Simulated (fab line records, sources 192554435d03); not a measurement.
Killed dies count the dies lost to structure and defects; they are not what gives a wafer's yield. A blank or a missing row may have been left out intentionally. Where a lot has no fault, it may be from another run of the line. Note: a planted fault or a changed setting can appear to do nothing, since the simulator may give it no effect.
Matching of chambers -- flow n5_finfet -- 3 sister chambers for N5_BEOL_M10_CVD_75 on cvd_co-02
The step deposits Co from CCTBA/H2, target thk 2 nm, time 138.9 s. 3 wafers are shown with their chamber, then 9 later ones without.

WAFERS WITH THEIR CHAMBER
wafer,chamber,run_length_s (s)
L155.4,1,161.4
L162.2,2,162.1
L162.5,0,161.4

WAFERS WITHOUT THEIR CHAMBER
wafer,run_length_s (s)
L160.1,161.4
L160.2,162.6
L160.6,161.2
L161.1,161.0
L161.2,161.3
L161.6,162.5
L163.2,161.0
L163.5,161.2
L163.6,162.4

EACH ONE'S CHAMBER
wafer,from the rows above,in truth
L160.1,can't be placed: 0 or 1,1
L160.2,2,2
L160.6,can't be placed: 0 or 1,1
L161.1,can't be placed: 0 or 1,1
L161.2,can't be placed: 0 or 1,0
L161.6,2,2
L163.2,can't be placed: 0 or 1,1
L163.5,can't be placed: 0 or 1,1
L163.6,2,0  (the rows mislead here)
2 of 9 placed correctly. These rows do not allow placing 6 (true chamber among the candidates in 6). Placed wrongly: 1.
How it was worked out, from the rows above alone: a wafer's distance from a chamber is the root of the sum, over the readings, of the square of ((its reading less the chamber's mean) divided by the reading's scatter). If the next closest chamber is less than 2 further off than the closest, the wafer can't be placed; otherwise it belongs to the closest. The mean given for a chamber averages the wafers shown for that chamber. The scatter (one wafer shown for each chamber): square how far every hidden wafer sits from the nearest shown wafer, average those squares and take the square root.
